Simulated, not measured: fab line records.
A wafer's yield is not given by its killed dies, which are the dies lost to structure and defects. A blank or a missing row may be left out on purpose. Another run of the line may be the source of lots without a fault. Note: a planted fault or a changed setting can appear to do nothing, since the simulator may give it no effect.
fab line records	flow n5Finfet	part 2 of 2: steps 4 to 6 of 6
[record] lots = 19	wafers = 57	lastDay = 18
route steps=1938 shown GATE_CUT@502 MOL_CONTACT_COAG@531
lots with no fault: from the same line, run without faults
startH: hours from the record's opening day to when the first of the lot's shown wafers began	waitH: hours elapsed since this lot's preceding step	" the same as in the row above	L1.1+2: one row covering several wafers at once	- value missing, or start not given	* or withheld: withheld	< > ~ a bound
route shown NAME@n: names a module that has steps shown in the file, with the first one's number in the route	usual: mean/standard deviation taken from wafers without a fault	same: alike in all rows	chamber/n: place in a boat	sites: readings site by site	_std_site: the standard deviation of these	_edge_site: the outer-site mean with the inner-site mean subtracted	radiusMm: how far each site lies from the wafer's centre	mask NAME#n: copy n	behind: the most recent tool/chamber to have shaped the wafer	hold: reason for holding the lot/hours on hold/outcome of the hold	device: transistor that didn't switch, given as n, p or np	end of line: the tests these same wafers got at the end of their route	for a step that has no rows: nothing shown but its recipe	killed: dies lost to structure and defects at the first sort, not the wafer's yield	map: per-die view of a wafer (x killed, . not killed, _ where there is no die)
set.NAME: the setting the step ran with; set.NAME@STEP: the setting that earlier step ran with	model.NAME: the simulator's own value behind a step, which no gauge read
a sample of lots followed through the steps of the route, with each step as a table and each wafer as a row
services: the hour from which a tool's chamber was out of use, counted from the record's first day as startH (under 0 if before that day), plus the number of hours and why
[[steps]]
[step N5_MOL_CONTACT_COAG_ETCH_110]
[recipe] chemistry = CF4/O2	target = Si	targetDepthA = 25	timeS = 8	pressureMtorr = 100	sourceW = 200	biasW = 12	ionEnergyEv = 60	Ar_flow_sccm = 100	cf4FlowSccm = 100	O2_flow_sccm = 10
[usual] drypumpMotorCurrentA = 5.7/0.44	oesProductAu = 0.77/0.088	rfFwdPowerW = 198.5/0.7	rfVppV = 127.0/2.9	showerheadPlenumPTorr = 2.19/0.048	throttleValvePct = 10.8/0.32
lot.wafer	tool	chamber	startH	waitH	drypumpMotorCurrentA	oesProductAu	rfFwdPowerW	rfHoursCounterH	rfVppV	showerheadPlenumPTorr	throttleValvePct
L074.3	rieDiel-01	1	87.63	0.0	6.3	0.69	198.8	222	123.2	2.19	11.0
L074.4	"	3	"	"	6.1	0.88	198.3	-	126.1	2.17	10.2
L074.5	"	1	"	"	6.3	0.69	200.4	-	123.8	2.19	11.0
L075.3	rieDiel-03	3	92.08	0.0	5.8	0.81	198.2	70	122.2	2.24	10.7
L075.4	"	2	"	"	5.9	0.69	198.4	225	129.6	2.12	11.1
L075.6	"	0	"	"	5.2	0.74	199.1	-	129.3	2.13	10.7
L076.1	rieDiel-03	3	104.52	0.0	5.8	0.82	199.5	75	121.2	2.24	10.7
L076.2	"	0	"	"	5.2	0.73	198.2	165	130.9	2.13	10.7
L076.5	"	2	"	"	5.8	0.70	198.0	-	131.1	2.12	11.1
L077.1	rieDiel-03	0	106.13	0.0	5.2	0.73	198.5	165	129.7	2.13	10.7
L077.3	"	2	"	"	5.9	0.69	199.2	231	129.0	2.12	11.1
L077.6	"	0	"	"	5.2	0.73	198.6	-	129.4	2.13	10.7
L078.1	rieDiel-03	3	113.12	0.0	5.8	0.81	197.6	78	122.3	2.24	10.7
L078.4	"	2	"	"	5.9	0.69	199.2	-	127.9	2.12	11.1
L078.5	"	3	"	"	5.8	0.81	198.5	-	121.2	2.24	10.7
L079.1	rieDiel-03	0	119.00	0.0	5.2	0.73	198.2	170	131.4	2.13	10.7
L079.3	"	2	"	"	5.9	0.69	197.9	236	130.2	2.11	11.1
L079.5	"	0	"	"	5.2	0.73	198.2	-	127.8	2.13	10.7
L080.1	rieDiel-01	1	126.07	0.0	6.3	0.68	198.7	234	123.8	2.19	11.0
L080.4	"	2	"	"	5.8	0.92	198.2	10	127.6	2.19	10.5
L080.5	"	1	"	"	6.3	0.68	197.2	-	123.0	2.19	11.0
L081.1	rieDiel-06	0	135.28	0.0	5.8	0.80	199.2	102	126.1	2.16	10.5
L081.3	"	3	"	"	6.0	0.67	198.1	215	126.0	2.20	11.1
L081.6	"	0	"	"	5.8	0.80	199.2	-	126.2	2.16	10.5
L083.3	rieDiel-01	0	147.79	0.0	4.9	0.70	197.6	219	127.8	2.22	11.3
L083.5	"	3	"	"	6.1	0.86	198.1	-	125.4	2.16	10.3
L083.6	"	0	"	"	4.8	0.70	198.6	-	128.6	2.22	11.3
L084.2	rieDiel-06	0	148.13	0.0	5.8	0.81	198.6	107	125.9	2.15	10.5
L084.5	"	1	"	"	5.8	0.72	199.0	-	129.7	2.20	11.0
L084.6	"	0	"	"	5.8	0.80	198.8	-	125.3	2.15	10.5
L085.2	rieDiel-01	1	159.45	0.0	6.3	0.66	199.2	248	124.1	2.18	11.0
L085.3	"	0	"	"	4.9	0.70	198.7	224	129.5	2.22	11.3
L085.5	"	2	"	"	5.8	0.89	198.6	-	127.3	2.18	10.5
L087.3	rieDiel-06	1	168.04	0.0	5.7	0.69	198.7	216	128.1	2.20	11.0
L087.4	"	2	"	"	4.9	0.93	199.2	40	132.7	2.25	10.7
L087.5	"	0	"	"	5.8	0.79	200.2	-	126.7	2.15	10.5
L089.1	rieDiel-06	0	184.87	0.0	5.8	0.78	198.7	120	124.1	2.15	10.5
L089.3	"	3	"	"	6.0	0.66	199.7	234	126.2	2.20	11.2
L089.5	"	1	"	"	5.8	0.71	198.9	-	129.2	2.20	11.1
L090.1	rieDiel-01	0	187.35	0.0	4.8	0.70	197.7	236	128.0	2.21	11.3
L090.2	"	2	"	"	5.8	0.86	199.0	32	128.2	2.18	10.6
L090.6	"	3	"	"	6.1	0.83	198.3	-	126.4	2.16	10.3
L091.1	rieDiel-03	0	194.38	0.0	5.2	0.71	198.5	201	129.8	2.12	10.8
L091.4	"	3	"	"	5.8	0.78	199.2	111	119.6	2.23	10.8
L091.5	"	2	"	"	5.8	0.98	198.3	-	133.7	2.37	10.5
L094.1	rieDiel-01	3	210.39	0.0	6.1	0.82	197.5	87	126.2	2.16	10.4
L094.2	"	0	"	"	4.9	0.69	199.2	242	128.0	2.21	11.3
L094.4	"	2	"	"	5.7	0.85	198.6	38	127.9	2.18	10.6
L095.4	rieDiel-03	1	217.38	0.0	5.9	0.90	197.5	-	127.5	2.26	10.3
L095.5	"	0	"	"	5.2	0.70	198.0	-	129.2	2.11	10.8
L095.6	"	3	"	"	5.8	0.77	198.8	-	122.7	2.23	10.9
L096.1	rieDiel-06	0	221.44	0.0	5.8	0.78	199.0	129	126.3	2.15	10.6
L096.3	"	3	"	"	6.0	0.65	198.0	242	127.6	2.19	11.2
L096.5	"	0	"	"	5.8	0.78	198.0	-	126.9	2.15	10.6
L097.2	rieDiel-01	3	228.15	0.0	6.0	0.81	198.7	91	125.5	2.15	10.3
L097.3	"	0	"	"	4.8	0.69	198.1	247	128.7	2.21	11.3
L097.6	"	2	"	"	5.8	0.85	197.9	-	128.7	2.18	10.6
[step N5_MOL_CONTACT_COAG_OVL_MEAS_41]
[recipe] pointsPerWafer = 522
[usual] VD_OVL = 0.8/0.72
lot.wafer	tool	chamber	startH	waitH	VD_OVL[nm]
L074.3	overlay-01	0	103.85	0.0	1.0
L074.4	"	0	"	"	-0.6
L074.5	"	0	"	"	1.6
L075.3	overlay-02	0	105.46	0.0	-0.4
L075.4	"	0	"	"	0.2
L075.6	"	0	"	"	1.2
L076.1	overlay-01	0	114.48	0.0	1.6
L076.2	"	0	"	"	0.9
L076.5	"	0	"	"	2.1
L077.1	overlay-02	0	115.39	0.0	0.8
L077.3	"	0	"	"	1.6
L077.6	"	0	"	"	0.6
L078.1	overlay-01	0	122.78	0.0	0.3
L078.4	"	0	"	"	0.2
L078.5	"	0	"	"	0.5
L079.1	overlay-01	0	129.58	0.0	0.1
L079.3	"	0	"	"	1.6
L079.5	"	0	"	"	0.9
L080.1	overlay-01	0	135.50	0.0	1.9
L080.4	"	0	"	"	1.1
L080.5	"	0	"	"	1.7
L081.1	overlay-02	0	145.39	0.0	1.3
L081.3	"	0	"	"	1.0
L081.6	"	0	"	"	-0.1
L083.3	overlay-01	0	158.19	0.0	0.0
L083.5	"	0	"	"	0.7
L083.6	"	0	"	"	1.5
L084.2	overlay-02	0	158.37	0.0	-0.1
L084.5	"	0	"	"	-0.8
L084.6	"	0	"	"	0.9
L085.2	overlay-01	0	170.95	0.0	0.4
L085.3	"	0	"	"	2.2
L085.5	"	0	"	"	1.7
L087.3	overlay-01	0	178.55	0.0	0.8
L087.4	"	0	"	"	1.6
L087.5	"	0	"	"	1.1
L089.1	overlay-02	0	196.37	0.0	1.3
L089.3	"	0	"	"	1.1
L089.5	"	0	"	"	1.8
L090.1	overlay-02	0	198.13	0.0	1.3
L090.2	"	0	"	"	-1.1
L090.6	"	0	"	"	-0.6
L091.1	overlay-02	0	204.44	0.0	0.0
L091.4	"	0	"	"	0.7
L091.5	"	0	"	"	0.2
L094.1	overlay-01	0	222.31	0.0	1.1
L094.2	"	0	"	"	1.3
L094.4	"	0	"	"	1.4
L095.4	overlay-01	0	229.87	0.0	-0.5
L095.5	"	0	"	"	0.8
L095.6	"	0	"	"	0.3
L096.1	overlay-02	0	235.06	0.0	0.6
L096.3	"	0	"	"	0.7
L096.5	"	0	"	"	1.0
L097.2	overlay-02	0	239.34	0.0	0.4
L097.3	"	0	"	"	0.2
L097.6	"	0	"	"	0.5
[step N5_MOL_CONTACT_COAG_ETCH_66]
[recipe] chemistry = CF4	target = SiARC	targetDepthA = 130	maskMaterial = CAR-EUV	timeS = 21.7	ionEnergyEv = 80	pressureMtorr = 40	sourceW = 545	biasW = 36	Ar_flow_sccm = 100	cf4FlowSccm = 100	ends = cleared
[usual] drypumpMotorCurrentA = 5.6/0.47	etchRfOnTimeS = 21.7/0.6	oesProductAu = 0.67/0.083	rfFwdPowerW = 532.2/1.9	rfVppV = 183.7/1	showerheadPlenumPTorr = 2.11/0.041	throttleValvePct = 15.63/0.3
lot.wafer	tool	chamber	startH	waitH	drypumpMotorCurrentA	etchRfOnTimeS	oesProductAu	rfFwdPowerW	rfHoursCounterH	rfVppV	showerheadPlenumPTorr	throttleValvePct
L074.3	rieDiel-03	0	104.07	0.0	5.2	21.7	0.63	532.4	165	184.0	2.05	15.51
L074.4	"	3	"	"	5.8	21.3	0.70	532.1	-	184.6	2.16	15.63
L074.5	"	0	"	"	5.2	21.8	0.63	532.8	-	182.5	2.05	15.52
L075.3	rieDiel-06	3	105.60	0.0	6.0	21.9	0.59	532.1	204	184.5	2.12	15.93
L075.4	"	1	"	"	5.8	21.0	0.61	529.9	195	183.6	2.13	15.82
L075.6	"	3	"	"	6.0	22.1	0.59	534.3	-	184.5	2.12	15.93
L076.1	rieDiel-01	3	114.75	0.0	6.1	21.5	0.74	534.2	52	184.7	2.09	15.11
L076.2	"	1	"	"	6.3	22.4	0.59	529.9	230	183.1	2.10	15.76
L076.5	"	0	"	"	4.9	21.1	0.61	532.1	-	184.6	2.14	16.07
L077.1	rieDiel-01	2	115.54	0.0	5.8	22.5	0.78	529.7	7	183.9	2.11	15.50
L077.3	"	0	"	"	4.8	21.1	0.61	533.7	205	184.0	2.14	16.05
L077.6	"	0	"	"	4.8	21.3	0.61	532.8	-	181.5	2.14	16.07
L078.1	rieDiel-01	1	122.93	0.0	6.3	22.4	0.58	529.6	232	184.7	2.10	15.79
L078.4	"	0	"	"	4.8	21.3	0.60	532.6	208	182.7	2.14	16.08
L078.5	"	1	"	"	6.3	22.5	0.59	530.6	-	182.9	2.10	15.77
L079.1	rieDiel-03	3	129.98	0.0	5.8	21.9	0.68	530.9	85	183.7	2.16	15.62
L079.3	"	0	"	"	5.2	22.2	0.62	532.0	175	183.0	2.05	15.53
L079.5	"	3	"	"	5.8	21.7	0.68	531.6	-	184.1	2.16	15.66
L080.1	rieDiel-03	2	135.83	0.0	5.8	22.4	0.59	534.1	243	181.8	2.03	15.90
L080.4	"	3	"	"	5.8	21.7	0.68	531.2	87	183.5	2.15	15.66
L080.5	"	1	"	"	5.8	21.1	0.84	529.7	-	183.3	2.18	15.08
L081.1	rieDiel-03	2	145.73	0.0	5.8	22.3	0.59	531.9	246	181.9	2.03	15.93
L081.3	"	3	"	"	5.8	21.7	0.69	533.5	90	184.8	2.15	15.67
L081.6	"	2	"	"	5.8	22.3	0.58	531.2	-	182.7	2.03	15.92
L083.3	rieDiel-01	0	158.50	0.0	4.8	21.6	0.60	530.0	223	183.3	2.13	16.09
L083.5	"	1	"	"	6.3	22.7	0.57	533.4	-	184.4	2.10	15.79
L083.6	"	2	"	"	5.8	22.9	0.76	529.8	-	182.9	2.10	15.54
L084.2	rieDiel-03	1	159.17	0.0	5.9	20.9	0.81	532.1	14	185.4	2.18	15.10
L084.5	"	1	"	"	5.9	20.8	0.81	531.1	-	184.9	2.18	15.11
L084.6	"	0	"	"	5.2	21.5	0.62	532.5	-	182.5	2.04	15.56
L085.2	rieDiel-06	0	171.15	0.0	5.7	21.6	0.67	533.6	116	183.4	2.07	15.38
L085.3	"	1	"	"	5.8	21.1	0.60	530.9	217	184.9	2.12	15.85
L085.5	"	3	"	"	6.0	22.2	0.57	537.5	-	182.2	2.11	15.96
L087.3	rieDiel-06	2	178.69	0.0	4.9	21.1	0.78	532.1	43	185.2	2.16	15.63
L087.4	"	0	"	"	5.8	21.6	0.66	531.3	118	184.7	2.07	15.36
L087.5	"	1	"	"	5.7	20.7	0.60	530.4	-	185.9	2.12	15.86
L089.1	rieDiel-06	1	196.51	0.0	5.7	20.9	0.59	532.5	224	183.9	2.12	15.87
L089.3	"	2	"	"	4.9	21.1	0.77	533.8	48	185.0	2.16	15.64
L089.5	"	3	"	"	6.0	22.3	0.56	534.2	-	183.7	2.11	15.99
L090.1	rieDiel-01	0	198.28	0.0	4.8	21.4	0.58	530.5	239	184.4	2.13	16.13
L090.2	"	1	"	"	6.3	22.4	0.79	529.9	5	184.4	2.10	15.33
L090.6	"	2	"	"	5.8	23.1	0.73	531.9	-	183.7	2.10	15.55
L091.1	rieDiel-06	1	204.58	0.0	5.7	20.6	0.60	531.9	226	183.3	2.12	15.87
L091.4	"	0	"	"	5.8	21.2	0.67	530.9	125	181.8	2.07	15.38
L091.5	"	3	"	"	6.0	22.0	0.56	534.6	-	185.3	2.11	15.99
L094.1	rieDiel-06	2	222.46	0.0	4.9	20.9	0.77	533.0	54	182.9	2.16	15.63
L094.2	"	0	"	"	5.7	21.2	0.67	533.5	130	183.7	2.07	15.39
L094.4	"	3	"	"	6.0	21.9	0.56	535.2	-	184.8	2.11	16.00
L095.4	rieDiel-06	2	230.08	0.0	4.9	21.2	0.75	533.1	56	185.5	2.16	15.65
L095.5	"	1	"	"	5.8	21.0	0.59	530.4	-	182.7	2.12	15.88
L095.6	"	2	"	"	4.9	21.2	0.76	530.9	-	182.7	2.16	15.63
L096.1	rieDiel-06	2	235.20	0.0	4.9	21.1	0.76	529.4	58	184.9	2.16	15.65
L096.3	"	0	"	"	5.7	21.4	0.66	532.6	134	183.0	2.07	15.38
L096.5	"	3	"	"	6.0	22.1	0.56	532.6	-	183.2	2.11	16.02
L097.2	rieDiel-01	3	240.04	0.0	6.1	21.5	0.70	534.4	95	182.2	2.07	15.19
L097.3	"	2	"	"	5.8	23.0	0.71	529.7	48	183.4	2.09	15.60
L097.6	"	3	"	"	6.1	21.5	0.69	532.2	-	184.5	2.07	15.18
[[services]]
tool	chamber	startH	hours	kind
rieMetal-03	1	64.83	11.2	repair
rieDiel-01	2	75.48	-	clean
rieDiel-01	2	75.48	-	consumableReplace:focusRing
rieDiel-01	2	75.48	20.9	scheduledDown
rieDiel-01	2	75.48	20.9	ventCycle
rieDiel-06	0	76.12	3.5	repair
rieDiel-03	1	104.01	-	clean
rieDiel-03	1	104.01	-	consumableReplace:focusRing
rieMetal-03	1	119.22	8.1	repair
rieDiel-06	2	127.22	13.3	repair
rieDiel-01	3	129.40	7.0	repair
rieDiel-06	1	153.08	4.2	repair
rieDiel-01	1	162.13	-	clean
rieDiel-01	1	162.13	-	consumableReplace:focusRing
rieDiel-01	1	162.13	17.2	scheduledDown
rieDiel-01	1	162.13	17.2	ventCycle
rieDiel-03	2	201.74	28.7	repair
rieDiel-06	1	214.36	13.2	repair
rieDiel-03	-	219.88	28.1	pm
rieMetal-02	-	235.86	2.8	pm
rieDiel-01	0	238.87	-	clean
rieDiel-01	0	238.87	-	consumableReplace:focusRing
rieDiel-01	0	238.87	17.9	scheduledDown
rieDiel-01	0	238.87	17.9	ventCycle
